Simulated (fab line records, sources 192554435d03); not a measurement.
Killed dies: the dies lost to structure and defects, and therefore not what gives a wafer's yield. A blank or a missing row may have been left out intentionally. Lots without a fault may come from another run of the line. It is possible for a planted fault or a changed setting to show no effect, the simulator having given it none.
What tool caused it? -- flow n5 finfet -- 8 lots with 24 wafers sampled at 2 steps, on a route of 1938 steps

WHAT THE GAUGES READ, wafer by wafer
N5_BEOL_M4_RC_MEAS_101. Usual: DIBL_N 37.2 mV/V, standard deviation 1.8; DIBL_P 37.5 mV/V, standard deviation 2.5; IOFF_N 0.17 nA/um, standard deviation 0.038; IOFF_P 0.24 nA/um, standard deviation 0.046; ION_N 681 uA/um, standard deviation 13; ION_P 469 uA/um, standard deviation 8.5; SS_N 71.7 mV/dec, standard deviation 0.6; SS_P 73.6 mV/dec, standard deviation 0.69; VT_N 249 mV, standard deviation 3.4; VT_P -248 mV, standard deviation 3.6.
lot,measured,on,DIBL_N (mV/V),DIBL_P (mV/V),IOFF_N (nA/um),IOFF_P (nA/um),ION_N (uA/um),ION_P (uA/um),SS_N (mV/dec),SS_P (mV/dec),VT_N (mV),VT_P (mV),flag
L704,day 8 19:02,prober-01,36.3 38.8 39.1,38.2 41.6 42.1,0.15 0.20 0.21,0.24 0.31 0.31,671 689 699,469 476 483,72.0 72.7 73.4,74.3 73.8 75.4,252 247 247,-246 -241 -244,
L712,day 10 18:56,prober-02,38.3 38.7 36.6,38.1 39.1 35.9,0.19 0.21 0.15,0.25 0.25 0.21,679 701 673,466 474 462,72.0 71.2 71.4,74.4 74.9 73.6,249 244 250,-248 -248 -250,
L715,day 11 17:28,prober-02,38.1 38.5 37.0,40.0 39.9 38.8,0.18 0.20 0.17,0.27 0.26 0.24,676 701 681,478 482 472,72.0 71.7 71.8,74.1 73.7 74.0,250 247 249,-246 -248 -247,
L717,day 11 22:26,prober-02,37.3 37.1 37.8,37.5 37.0 38.7,0.16 0.16 0.17,0.25 0.24 0.27,684 678 687,475 473 477,71.5 71.6 72.3,72.4 73.1 73.7,250 251 249,-246 -248 -244,
L721,day 12 23:25,prober-01,38.9 35.8 42.4,39.5 36.2 43.9,0.22 0.16 0.31,0.26 0.19 0.34,695 689 697,470 469 474,71.4 71.1 73.4,74.0 73.5 75.2,245 249 241,-247 -251 -245,
L722,day 13 03:20,prober-01,36.4 36.6 33.9,38.0 38.8 35.6,0.17 0.17 0.13,0.22 0.24 0.19,691 678 674,475 468 468,71.8 71.1 70.4,73.3 73.9 72.5,250 249 254,-250 -247 -249,
L723,day 13 03:29,prober-02,35.3 37.5 37.3,35.2 38.9 38.8,0.15 0.19 0.19,0.19 0.25 0.25,680 699 686,467 480 471,71.8 72.2 71.8,73.1 73.8 73.8,246 246 246,-249 -248 -247,
L724,day 13 07:25,prober-01,36.3 38.2 33.9,36.7 38.6 33.7,0.16 0.20 0.13,0.23 0.26 0.19,683 699 671,468 476 461,71.2 72.2 71.0,73.2 73.8 73.2,248 248 252,-248 -248 -251,

N5_BEOL_M9_INSPECT_30: inspects for defects (brightfield). Usual: raw defect count at 435, with a standard deviation of 95.
lot,measured,on,raw defect count,flag
L704,day 10 09:44,defect inspect-01,636 446 443,
L712,day 12 16:50,defect inspect-01,393 524 403,
L715,day 13 13:41,defect inspect-01,463 354 428,
L717,day 13 16:37,defect inspect-01,388 511 394,
L721,day 14 16:34,defect inspect-02,472 362 514,
L722,day 15 06:12,defect inspect-02,294 323 395,
L723,day 14 23:53,defect inspect-01,449 389 302,
L724,day 15 06:22,defect inspect-01,446 449 338,

TOOL THAT RAN EACH LOT (tool first, then ch and the chambers of the sampled wafers, then the start)
There is no process step in the record ahead of these readings.

WHAT THE TOOLS THEMSELVES READ (means of the sampled wafers that have a number; where no wafer has one, the mark that the record gives instead)
The record holds no such reading with a usual standard deviation.

THE ANSWER, worked out from the rows above alone
Rule: a lot is off if the mean of its wafers that have a number lies more than 3 standard deviations from the usual mean. Also off: a lot with no number at a reading for which 4 or more lots have one. The other lots that the step has rows for count as sound. First the gauges in route order, then the tools' own readings, where a lot's mean is used as printed above. The first step at which some lot is off is used, and at that step the reading that is off furthest; a lot without a number counts as furthest.
No lot is off on any of the readings shown, so nothing can be concluded from this.

WHAT HAD BEEN PUT IN BY THE SIMULATOR
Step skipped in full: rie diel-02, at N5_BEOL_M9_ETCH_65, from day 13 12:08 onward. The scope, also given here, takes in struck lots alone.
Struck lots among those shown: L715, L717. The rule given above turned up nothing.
